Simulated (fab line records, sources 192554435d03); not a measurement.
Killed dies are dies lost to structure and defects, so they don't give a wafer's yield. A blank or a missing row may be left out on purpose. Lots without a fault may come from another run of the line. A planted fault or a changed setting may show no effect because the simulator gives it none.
Which tool did it? | flow n5_finfet | 10 lots, 30 wafers sampled, at 6 steps of a route of 1938

WHAT THE GAUGES READ, wafer by wafer
N5_BEOL_M1_RS_MEAS_58: measures by four-point-probe. Usual: M1_RS 0.66 ohm/sq, standard deviation 0.037.
lot  | measured     | on            | M1_RS (ohm/sq) | flag
L462 | day 6 22:43  | film_metro-01 | 0.67 0.69 0.70 |
L463 | day 7 07:41  | film_metro-02 | 0.71 0.67 0.67 |
L464 | day 7 07:52  | film_metro-01 | 0.71 0.67 0.63 |
L466 | day 7 12:44  | film_metro-01 | 0.68 0.64 0.68 |
L465 | day 7 12:57  | film_metro-01 | 0.65 0.71 0.60 |
L467 | day 7 19:25  | film_metro-01 | 0.71 0.66 0.69 |
L470 | day 8 23:44  | film_metro-02 | 0.63 0.63 0.61 |
L480 | day 10 19:28 | film_metro-02 | 0.62 0.64 0.65 |
L483 | day 12 00:20 | film_metro-01 | 0.65 0.61 0.63 |
L485 | day 12 02:55 | film_metro-02 | 0.63 0.61 0.62 |

N5_BEOL_M1_INSPECT_59: inspects for defects (darkfield). Usual: raw_defect_count 73, standard deviation 21.
lot  | measured     | on                | raw_defect_count | flag
L462 | day 6 22:45  | defect_inspect-02 | 79 76 94         |
L463 | day 7 07:43  | defect_inspect-02 | 56 49 39         |
L464 | day 7 07:54  | defect_inspect-02 | 54 90 79         |
L466 | day 7 12:46  | defect_inspect-01 | 49 41 49         |
L465 | day 7 12:58  | defect_inspect-01 | 96 120 155       |
L467 | day 7 19:26  | defect_inspect-01 | 56 84 116        |
L470 | day 8 23:46  | defect_inspect-02 | 331 88 91        | OFF
L480 | day 10 19:29 | defect_inspect-02 | 79 59 50         |
L483 | day 12 00:22 | defect_inspect-01 | 73 85 88         |
L485 | day 12 02:56 | defect_inspect-02 | 84 83 106        |

N5_BEOL_M4_RC_MEAS_101. Usual: DIBL_N 36.8 mV/V, standard deviation 1.9; DIBL_P 36.5 mV/V, standard deviation 2.1; IOFF_N 0.17 nA/um, standard deviation 0.038; IOFF_P 0.22 nA/um, standard deviation 0.039; ION_N 675 uA/um, standard deviation 12; ION_P 463 uA/um, standard deviation 7.4; SS_N 71.6 mV/dec, standard deviation 0.71; SS_P 73.4 mV/dec, standard deviation 0.72; VT_N 249 mV, standard deviation 3.3; VT_P -250 mV, standard deviation 3.3.
lot  | measured     | on        | DIBL_N (mV/V)  | DIBL_P (mV/V)  | IOFF_N (nA/um) | IOFF_P (nA/um) | ION_N (uA/um) | ION_P (uA/um) | SS_N (mV/dec)  | SS_P (mV/dec)  | VT_N (mV)   | VT_P (mV)      | flag
L462 | day 8 08:25  | prober-01 | 34.7 39.9 35.7 | 34.3 40.0 34.5 | 0.12 0.21 0.12 | 0.16 0.24 0.16 | 657 680 656   | 453 459 450   | 71.0 72.7 70.9 | 72.6 74.3 72.9 | 251 249 252 | -256 -252 -256 |
L463 | day 8 19:52  | prober-01 | 35.5 37.5 36.2 | 34.9 37.1 35.7 | 0.16 0.19 0.16 | 0.21 0.25 0.21 | 679 686 690   | 461 467 466   | 71.2 71.8 71.1 | 73.1 72.9 73.1 | 246 245 247 | -249 -244 -245 |
L464 | day 9 03:04  | prober-02 | 37.8 36.4 37.7 | 37.4 36.3 38.7 | 0.19 0.17 0.19 | 0.25 0.23 0.27 | 672 678 684   | 461 465 472   | 71.9 71.3 71.3 | 73.3 73.2 73.7 | 248 248 242 | -249 -247 -244 |
L466 | day 9 05:13  | prober-01 | 34.9 35.7 32.1 | 33.1 34.4 30.7 | 0.12 0.13 0.10 | 0.15 0.16 0.13 | 653 665 645   | 449 455 447   | 71.0 71.1 70.5 | 72.1 72.6 72.0 | 254 255 255 | -257 -255 -255 |
L465 | day 9 03:22  | prober-01 | 34.4 33.6 34.9 | 35.3 34.6 35.1 | 0.14 0.13 0.15 | 0.19 0.18 0.19 | 671 657 670   | 453 455 455   | 70.9 71.0 70.8 | 73.0 72.9 73.9 | 250 252 253 | -252 -251 -251 |
L467 | day 9 11:34  | prober-02 | 40.9 39.9 36.8 | 40.5 40.0 35.5 | 0.23 0.24 0.16 | 0.29 0.31 0.21 | 690 705 678   | 470 486 468   | 72.9 72.0 70.9 | 75.1 74.4 73.7 | 247 241 249 | -247 -244 -250 |
L470 | day 10 19:06 | prober-02 | 39.0 38.3 37.9 | 39.6 36.4 38.0 | 0.23 0.20 0.19 | 0.31 0.22 0.25 | 690 682 688   | 478 459 473   | 72.3 71.7 71.8 | 73.2 72.7 73.6 | 242 248 246 | -245 -250 -247 |
L480 | day 14 01:32 | prober-01 | 41.5 37.3 36.6 | 43.1 37.8 36.4 | 0.26 0.15 0.14 | 0.28 0.19 0.17 | 693 673 672   | 473 458 455   | 73.3 71.5 71.4 | 75.2 74.0 73.0 | 244 253 254 | -251 -255 -256 |
L483 | day 15 02:19 | prober-01 | 36.0 39.1 37.1 | 36.2 39.6 37.7 | 0.15 0.19 0.17 | 0.20 0.25 0.24 | 674 679 675   | 460 459 464   | 71.2 72.2 72.1 | 72.9 74.1 73.0 | 249 246 249 | -252 -249 -252 |
L485 | day 14 21:04 | prober-01 | 36.3 36.0 35.1 | 35.6 34.3 33.1 | 0.14 0.12 0.12 | 0.21 0.19 0.18 | 661 661 654   | 463 462 457   | 71.8 70.5 70.5 | 72.3 72.2 72.3 | 252 254 254 | -248 -251 -250 |

WHICH TOOL RAN EACH LOT (tool, then ch and the chambers of the sampled wafers, then the start)
lot  | N5_BEOL_M1_SPUTTER_94        | N5_BEOL_M1_PRE_CLEAN_60          | N5_BEOL_M2_PECVD_72
L462 | pvd_sputter-02, day 6 21:24  | cvd_co-02 ch 0,2, day 6 22:27    | pecvd-03 ch 0,2, day 6 22:53
L463 | pvd_sputter-02, day 7 06:24  | cvd_co-01 ch 0,1, day 7 07:28    | pecvd-03 ch 0,1, day 7 07:51
L464 | pvd_sputter-03, day 7 06:35  | cvd_co-02 ch 0,1, day 7 07:39    | pecvd-03 ch 0,1,2, day 7 08:02
L466 | pvd_sputter-01, day 7 11:28  | cvd_co-02 ch 0,1,2, day 7 12:31  | pecvd-01 ch 0,2, day 7 12:55
L465 | pvd_sputter-02, day 7 11:40  | cvd_co-01 ch 0,2, day 7 12:43    | pecvd-03 ch 1,2, day 7 13:07
L467 | pvd_sputter-02, day 7 18:09  | cvd_co-01 ch 0,2, day 7 19:11    | pecvd-01 ch 1,2, day 7 19:35
L470 | pvd_sputter-01, day 8 22:27  | cvd_co-01 ch 0,2, day 8 23:31    | pecvd-02 ch 0,1,2, day 8 23:54
L480 | pvd_sputter-01, day 10 18:12 | cvd_co-02 ch 0,1,2, day 10 19:15 | pecvd-03 ch 0,1,2, day 10 19:38
L483 | pvd_sputter-02, day 11 22:59 | cvd_co-02 ch 0,1, day 12 00:07   | pecvd-03 ch 1,2, day 12 00:30
L485 | pvd_sputter-01, day 12 01:38 | cvd_co-02 ch 0,2, day 12 02:41   | pecvd-02 ch 1,2, day 12 03:05
- N5_BEOL_M1_SPUTTER_94: material Cu, target thk 4.5 nm, time 8.29 s.
- N5_BEOL_M1_PRE_CLEAN_60: time 15 s.
- N5_BEOL_M2_PECVD_72: deposits SiO2 from TEOS/O2, target thk 16 nm, time 18 s.

WHAT THE TOOLS THEMSELVES READ (means of the sampled wafers that have a number; where no wafer has one, the mark that the record gives instead)
N5_BEOL_M1_SPUTTER_94. Usual: throttle_valve_pct 29.3 %, standard deviation 1.
lot  | tool           | throttle_valve_pct (%) | flag
L462 | pvd_sputter-02 | 29.6                   |
L463 | pvd_sputter-02 | 30.4                   |
L464 | pvd_sputter-03 | 29.6                   |
L466 | pvd_sputter-01 | 29.0                   |
L465 | pvd_sputter-02 | 28.5                   |
L467 | pvd_sputter-02 | 29.9                   |
L470 | pvd_sputter-01 | 29.0                   |
L480 | pvd_sputter-01 | 29.0                   |
L483 | pvd_sputter-02 | 29.8                   |
L485 | pvd_sputter-01 | 29.6                   |

N5_BEOL_M1_PRE_CLEAN_60. Usual: heater_power_w 94 W, standard deviation 22.
lot  | tool      | heater_power_w (W) | flag
L462 | cvd_co-02 | 91                 |
L463 | cvd_co-01 | 98                 |
L464 | cvd_co-02 | 115                |
L466 | cvd_co-02 | 100                |
L465 | cvd_co-01 | 63                 |
L467 | cvd_co-01 | 75                 |
L470 | cvd_co-01 | 63                 |
L480 | cvd_co-02 | 101                |
L483 | cvd_co-02 | 117                |
L485 | cvd_co-02 | 88                 |

N5_BEOL_M2_PECVD_72. Usual: heater_power_w 747 W, standard deviation 110; showerhead_plenum_p_Torr 8.78 Torr, standard deviation 0.034; throttle_valve_pct 22.7 %, standard deviation 1.3.
lot  | tool     | heater_power_w (W) | showerhead_plenum_p_Torr (Torr) | throttle_valve_pct (%) | flag
L462 | pecvd-03 | 785                | 8.81                            | 21.8                   |
L463 | pecvd-03 | 727                | 8.77                            | 22.7                   |
L464 | pecvd-03 | 740                | 8.79                            | 22.5                   |
L466 | pecvd-01 | 791                | 8.77                            | 21.6                   |
L465 | pecvd-03 | 870                | 8.80                            | 23.2                   |
L467 | pecvd-01 | 785                | 8.80                            | 22.8                   |
L470 | pecvd-02 | 637                | 8.74                            | 22.5                   |
L480 | pecvd-03 | 752                | 8.80                            | 22.8                   |
L483 | pecvd-03 | 774                | 8.81                            | 22.5                   |
L485 | pecvd-02 | 784                | 8.72                            | 21.6                   |

THE ANSWER, worked out from the rows above alone
Rule: a lot is off if the mean of its wafers that have a number lies more than 3 standard deviations from the usual mean. A lot without any number at a reading at which 4 lots or more have one is off too. The other lots that the step has rows for count as sound. The gauges are gone through in route order, then the tools' own readings, and for those a lot's mean is taken as printed above. The first step at which some lot is off is used, and at that step the reading that is off furthest; a lot without a number counts as furthest.
Off: L470, at N5_BEOL_M1_INSPECT_59 (raw_defect_count).
A tool fits if, at a process step before that reading, it ran every lot that is off, and no sound lot after the first of them. The gauges at N5_BEOL_M1_INSPECT_59 are tried like those tools. One fits: cvd_co-01 at N5_BEOL_M1_PRE_CLEAN_60. Its last sound lot is L467 (day 7 19:11), its first lot that is off L470 (day 8 23:31): a fault that began between those two fits.

WHAT THE SIMULATOR HAD PUT IN
Chamber particle source: cvd_co-01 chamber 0, from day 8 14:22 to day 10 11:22, at N5_BEOL_M1_PRE_CLEAN_60. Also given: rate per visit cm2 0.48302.
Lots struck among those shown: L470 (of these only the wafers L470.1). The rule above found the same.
